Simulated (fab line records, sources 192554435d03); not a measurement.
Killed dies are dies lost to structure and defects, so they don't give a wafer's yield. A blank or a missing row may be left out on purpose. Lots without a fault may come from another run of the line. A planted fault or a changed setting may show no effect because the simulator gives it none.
Chamber matching | flow n5_finfet | N5_BEOL_M0_PRE_CLEAN_131 on cvd_co-02: 3 sister chambers
The step time 15 s. 6 wafers are shown with their chamber, then 12 later ones without.

WAFERS WITH THEIR CHAMBER
wafer  | chamber | heater_power_w (W)
L088.5 | 2       | 100
L090.1 | 1       | 80
L090.6 | 0       | 57
L092.2 | 1       | 85
L092.4 | 0       | 55
L092.6 | 2       | 103

WAFERS WITHOUT THEIR CHAMBER
wafer  | heater_power_w (W)
L093.1 | 57
L093.5 | 81
L093.6 | 102
L095.1 | 101
L095.2 | 58
L095.4 | 105
L096.1 | 57
L096.3 | 80
L096.5 | 57
L097.1 | 102
L097.4 | 105
L097.5 | 57

WHICH CHAMBER EACH WENT THROUGH
wafer  | from the rows above | in truth
L093.1 | 0                   | 0
L093.5 | 1                   | 1
L093.6 | 2                   | 2
L095.1 | 2                   | 2
L095.2 | 0                   | 0
L095.4 | 2                   | 2
L096.1 | 0                   | 0
L096.3 | 1                   | 1
L096.5 | 0                   | 0
L097.1 | 2                   | 2
L097.4 | 2                   | 2
L097.5 | 0                   | 0
Placed correctly: 12 of 12. Can't be placed from these rows: 0. Placed wrongly: 0.
How it was worked out, from the rows above alone: a wafer's distance from a chamber is the root of the sum, over the readings, of the square of ((its reading less the chamber's mean) divided by the reading's scatter). The wafer belongs to the nearest chamber; if the next one is less than 2 further off, it can't be placed. A chamber's mean is the mean of its shown wafers. The scatter: the root of (the sum of the squares of (reading less its chamber's mean) over the shown wafers, divided by (wafers less chambers)).
